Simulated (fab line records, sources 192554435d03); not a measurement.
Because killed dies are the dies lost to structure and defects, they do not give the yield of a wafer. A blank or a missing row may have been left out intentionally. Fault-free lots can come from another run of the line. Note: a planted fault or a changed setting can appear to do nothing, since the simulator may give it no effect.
A single fault, viewed from 2 desks :: flow n5-finfet :: what lay behind the numbers comes last; until then each desk has only its own

AT THE METROLOGY DESK
What the gauges read, lot by lot, whatever tool the lot ran on: means of the sampled wafers that have a number. If a lot's mean is further than 4 standard deviations from the usual mean, the lot is out of limits and carries the mark OUT (the distance appears in the brackets).
Columns: A = M6_ILD_THK at N5_BEOL_M6_THK_MEAS_01, usual 154.8 nm
lot: L291
first seen here: day 9 06:41
A: 156.5

lot: L290
first seen here: day 9 09:52
A: 155.6

lot: L292
first seen here: day 9 14:48
A: 154.7

lot: L294
first seen here: day 10 02:30
A: 156.0

lot: L295
first seen here: day 10 06:51
A: 153.9

lot: L298
first seen here: day 11 02:52
A: 154.7

lot: L299
first seen here: day 11 11:55
A: 153.7

lot: L297
first seen here: day 11 12:13
A: 155.2

lot: L301
first seen here: day 11 20:41
A: 154.3

lot: L304
first seen here: day 12 05:59
A: 156.6

lot: L307
first seen here: day 13 04:41
A: 160.1
Result from this desk: across the 11 lots, nothing is out of limits.

AT THE TOOL OWNER'S DESK: pecvd-03
The tool's own readings at N5_BEOL_M6_ILD_DEP_00 (deposits SiCOH lowk from DEMS/porogen, target thk 179.75 nm, time 33.4 s): means of the sampled wafers that have a number, for each lot that ran on this tool. If a lot's mean is further than 4 standard deviations from the usual mean, the lot is out of limits and carries the mark OUT (the distance appears in the brackets).
Columns: A = heater-power-outer-w at N5_BEOL_M6_ILD_DEP_00, usual 149 W; B = heater-power-w at N5_BEOL_M6_ILD_DEP_00, usual 319 W; C = showerhead-plenum-p-Torr at N5_BEOL_M6_ILD_DEP_00, usual 5.744 Torr; D = showerhead-vpp-V at N5_BEOL_M6_ILD_DEP_00, usual 1414 V; E = throttle-valve-pct at N5_BEOL_M6_ILD_DEP_00, usual 13.7 %
lot: L295
first seen here: day 10 06:15
A: 149
B: 323
C: 5.747
D: 1362
E: 14.0

lot: L298
first seen here: day 11 02:17
A: 155
B: 344
C: 5.736
D: 1385
E: 13.6

lot: L297
first seen here: day 11 11:39
A: 153
B: 334
C: 5.749
D: 1399
E: 14.0

lot: L307
first seen here: day 13 04:07
A: 148
B: 339
C: 5.728
D: 1412
E: 13.2
Result from this desk: across the 4 lots, nothing is out of limits.

TAKEN TOGETHER
At the metrology desk, nothing out of limits was observed.
The desk of the tool owner found nothing out of limits.

WHAT THE SIMULATOR PUT IN
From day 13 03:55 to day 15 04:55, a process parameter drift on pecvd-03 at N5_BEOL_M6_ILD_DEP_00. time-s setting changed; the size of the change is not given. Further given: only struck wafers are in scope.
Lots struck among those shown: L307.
